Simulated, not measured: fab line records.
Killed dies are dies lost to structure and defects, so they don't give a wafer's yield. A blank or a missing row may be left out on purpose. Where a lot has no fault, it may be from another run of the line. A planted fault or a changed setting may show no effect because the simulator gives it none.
3 desks looking at one fault ; flow n5_finfet ; each desk has only its own numbers; what lay behind them comes last

## METROLOGY DESK
What the gauges read, lot by lot, whatever tool the lot ran on: means of the sampled wafers that have a number. Any lot whose mean is over 4 standard deviations away from the usual mean is out of limits and marked OUT; that distance is given in the brackets.
Columns: A = M8_ILD_THK at N5_BEOL_M8_THK_MEAS_01, usual 155.4 nm
lot;first seen here;A
L279;day 9 13:14;158.7
L281;day 9 16:58;158.4
L282;day 10 10:36;155.9
L283;day 10 12:02;154.0
L287;day 11 06:01;153.8
L288;day 11 11:29;154.2
L290;day 12 03:53;153.1
L293;day 12 21:59;156.0
L294;day 13 05:37;156.9
L295;day 13 19:46;155.2
L296;day 13 21:17;157.6
L302;day 15 04:44;158.1
This desk found nothing out of limits on any of the 12 lots.

## AT THE TOOL OWNER'S DESK: rie_diel-01
The tool's own readings at N5_BEOL_M8_ETCH_62 (etches SOC in N2/H2, target depth 110 nm, overetch 22 nm, time 165 s): means of the sampled wafers that have a number, for each lot that ran on this tool. Any lot whose mean is over 4 standard deviations away from the usual mean is out of limits and marked OUT; that distance is given in the brackets.
Columns: A = bias_w at N5_BEOL_M8_ETCH_62, usual 149.9 W; B = drypump_motor_current_A at N5_BEOL_M8_ETCH_62, usual 5.5 A; C = oes_product_au at N5_BEOL_M8_ETCH_62, usual 0.67 a.u.; D = rf_fwd_power_W at N5_BEOL_M8_ETCH_62, usual 837.6 W; E = rf_vpp_V at N5_BEOL_M8_ETCH_62, usual 523.6 V; F = showerhead_plenum_p_Torr at N5_BEOL_M8_ETCH_62, usual 2.53 Torr; G = throttle_valve_pct at N5_BEOL_M8_ETCH_62, usual 17.78 %
lot;first seen here;A;B;C;D;E;F;G
L279;day 9 17:07;150.0;5.7;0.71;834.7;522.5;2.48;17.67
L282;day 10 11:34;150.1;5.5;0.64;836.9;525.2;2.57;17.84
L283;day 10 14:23;150.2;5.8;0.68;838.9;523.9;2.55;17.72
L293;day 13 00:34;150.2;5.6;0.64;838.7;525.5;2.57;17.76
L294;day 13 09:44;149.8;5.5;0.65;838.7;522.6;2.50;17.84
L295;day 13 20:50;149.9;5.6;0.68;635.0 (-84) OUT;572.6 (+19) OUT;2.51;17.61
L296;day 13 23:14;149.5;5.6;0.64;637.5 (-83) OUT;574.2 (+19) OUT;2.57;17.77
This desk's finding: out of limits on L295, L296; first on L295, day 13 20:50 (rf_fwd_power_W at N5_BEOL_M8_ETCH_62). In limits: L279, L282, L283, L293, L294.

## THE DEFECT DESK
Counts from the inspections along the route, per lot, as means over the sampled wafers that have a number. Any lot whose mean is over 4 standard deviations away from the usual mean is out of limits and marked OUT; that distance is given in the brackets.
Columns: A = raw_defect_count at N5_BEOL_M7_INSPECT_58, usual 71; B = raw_defect_count at N5_BEOL_M8_INSPECT_13, usual 379
lot;first seen here;A;B
L279;day 9 12:37;60;312
L281;day 9 15:57;50;318
L282;day 10 09:59;81;333
L283;day 10 11:26;75;449
L287;day 11 05:25;39;228
L288;day 11 10:52;76;341
L290;day 12 03:14;80;409
L293;day 12 21:23;45;421
L294;day 13 05:01;47;292
L295;day 13 19:09;106;387
L296;day 13 20:40;59;401
L302;day 15 04:07;46;476
This desk found nothing out of limits on any of the 12 lots.

## ALL TOGETHER
The tool owner's desk had the chance to raise an alarm at day 13 20:50 on L295, L296.
Metrology desk: nothing out of limits seen.
Nothing the defect desk looked at was out of limits.
The metrology desk holds a record of L295, L296, inside its limits.
The defect desk has L295, L296 on record, within its limits.
Every lot named ran N5_BEOL_M8_ETCH_62 on rie_diel-01.

## WHAT THE SIMULATOR HAD PUT IN
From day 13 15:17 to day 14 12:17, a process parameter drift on rie_diel-01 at N5_BEOL_M8_ETCH_62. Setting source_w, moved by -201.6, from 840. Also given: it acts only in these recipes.
Shown lots that were struck: L295, L296.
Delay in hours, fault start to first out-of-limits reading, by desk: the tool owner's desk at 6.
